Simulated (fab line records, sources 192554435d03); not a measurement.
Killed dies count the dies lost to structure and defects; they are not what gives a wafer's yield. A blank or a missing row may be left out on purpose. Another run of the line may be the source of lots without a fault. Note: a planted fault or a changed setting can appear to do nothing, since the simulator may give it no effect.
Matching of chambers -- flow n5-finfet -- N5_BEOL_M8_CMP_52 on cmp-03: 4 sister chambers
The step polishes, stops on SiCOH lowk, t overpolish 6.9 s, target thk 80 nm. 14 wafers are shown with their chamber, then 7 later ones without.

== EACH WAFER AND ITS CHAMBER ==
wafer,chamber,motor-current-A (A),time-to-endpoint-s (s),overpolish-run-s (s)
L080.2,0,5.6,61,6.910
L080.4,1,5.3,65,6.909
L080.5,3,6.1,62,6.907
L078.2,3,6.2,67,6.889
L078.3,0,5.9,63,6.917
L078.6,0,5.7,67,6.903
L085.1,1,5.1,64,6.909
L085.4,2,5.4,55,6.898
L085.5,1,5.1,65,6.910
L090.1,0,5.5,59,6.906
L090.2,2,5.3,56,6.894
L090.3,3,6.3,60,6.894
L092.1,1,5.5,66,6.905
L092.4,3,6.4,63,6.898

SIGNATURES (averages over the wafers above)
reading,chamber 0,chamber 1,chamber 2,chamber 3,scatter within a chamber
motor-current-A,5.675,5.250,5.350,6.250,0.159
time-to-endpoint-s,62.50,65.00,55.50,63.00,2.52
overpolish-run-s,6.90900,6.90825,6.89600,6.89700,0.00554
Rule: for each reading, subtract the chamber's mean from the wafer's reading, divide by that reading's scatter and square the result; add these up over the readings and take the root, which gives the wafer's distance from the chamber. If the next closest chamber is less than 2 further off than the closest, the wafer can't be placed; otherwise it belongs to the closest. The scatter is the square root of a quotient: the sum, over the shown wafers, of each reading's squared deviation from its chamber's mean, divided by wafers minus chambers.

== WAFERS MISSING THEIR CHAMBER ==
wafer,motor-current-A (A),time-to-endpoint-s (s),overpolish-run-s (s)
L092.5,6.4,60,6.892
L095.2,5.5,63,6.905
L095.4,5.3,57,6.906
L095.5,6.7,61,6.890
L096.3,5.2,64,6.905
L096.4,5.5,56,6.886
L096.6,6.7,58,6.895

== CHAMBER TAKEN BY EACH ==
wafer,from the rows above,in truth
L092.5,3,3
L095.2,can't be placed: 0 or 1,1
L095.4,can't be placed: 2 or 1 or 0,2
L095.5,3,3
L096.3,1,1
L096.4,2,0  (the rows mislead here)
L096.6,3,3
4 of 7 placed correctly. Can't be placed from these rows: 2 (the true chamber is among the candidates in 2). Number placed wrongly: 1.
